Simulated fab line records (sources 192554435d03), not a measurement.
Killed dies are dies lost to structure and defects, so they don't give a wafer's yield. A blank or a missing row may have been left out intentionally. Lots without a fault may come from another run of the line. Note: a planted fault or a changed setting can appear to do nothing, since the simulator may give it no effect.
Which tool is to blame? ; flow n5_finfet ; Sampling: 10 lots, 30 wafers, 3 of 1938 route steps

## WHAT THE GAUGES SHOWED, per wafer
N5_DUMMY_GATE_THK_MEAS_05.
lot;measured;on;thk_nm (nm)
L075;day 3 02:07;film_metro-01;70.6 71.5 71.6
L077;day 3 13:14;film_metro-01;70.9 71.2 70.2
L080;day 4 10:05;film_metro-02;71.8 71.4 71.8
L082;day 4 18:24;film_metro-02;71.5 69.8 71.9
L085;day 5 15:44;film_metro-02;71.5 71.1 72.1
L087;day 6 00:16;film_metro-01;72.2 72.4 72.0
L090;day 6 16:37;film_metro-01;73.5 72.2 72.0
L092;day 7 04:51;film_metro-02;71.6 72.3 71.3
L094;day 7 20:38;film_metro-01;71.2 72.0 71.4
L096;day 8 11:04;film_metro-02;72.8 73.0 72.5

## WHAT TOOL EACH LOT RAN ON (gives the tool, then ch and the chambers of the sampled wafers, and finally the start)
lot;N5_FIN_SAQP_ETCH_69;N5_FIN_CUT_CUT_ETCH_26
L075;rie_diel-06 ch 0,1,3, day 2 09:52;rie_diel-04 ch 0,3, day 2 12:26
L077;rie_diel-02 ch 0,1,2, day 2 19:19;rie_diel-03 ch 0,1,3, day 2 22:01
L080;rie_diel-05 ch 0,1, day 3 14:05;rie_diel-01 ch 0,2, day 3 16:38
L082;rie_diel-06 ch 1,2,3, day 4 00:41;rie_diel-03 ch 0,1, day 4 03:07
L085;rie_diel-05 ch 0,1,2, day 4 21:47;rie_diel-04 ch 0,1,3, day 5 01:53
L087;rie_diel-05 ch 1,2,3, day 5 06:19;rie_diel-01 ch 1,3, day 5 08:41
L090;rie_diel-05 ch 0,3, day 6 00:32;rie_diel-04 ch 0,1,2, day 6 03:05
L092;rie_diel-02 ch 0,3, day 6 13:04;rie_diel-03 ch 0,1,3, day 6 15:28
L094;rie_diel-02 ch 1,2,3, day 7 02:34;rie_diel-04 ch 0,1, day 7 05:08
L096;rie_diel-05 ch 0,1, day 7 12:55;rie_diel-01 ch 0,1,2, day 7 15:11
- N5_FIN_SAQP_ETCH_69: etches SOC in N2/H2, stops on SiNx, target depth 150 nm.
- N5_FIN_CUT_CUT_ETCH_26: etches SiNx in CH3F/O2, target depth 39 nm, time 55.7 s.

## THE ANSWER, worked out from the rows above alone
Rule: the lots themselves supply what counts as usual. The widest of any qualifying gaps counts: lots, ordered by their means at a reading, are off when they make up no more than a third of the lots, leave a main group of 4 or more, and stand apart from it by 3 or more times the standard deviation of that group's means. If all means in a main group match to the digits the tables above print for the reading, that group is not used. A lot without any number at a reading at which 4 lots or more have one is off too. All remaining lots with rows at the step are treated as sound.
No lot is off on any of the readings shown, so nothing can be concluded from this.

## WHAT THE SIMULATOR PUT IN
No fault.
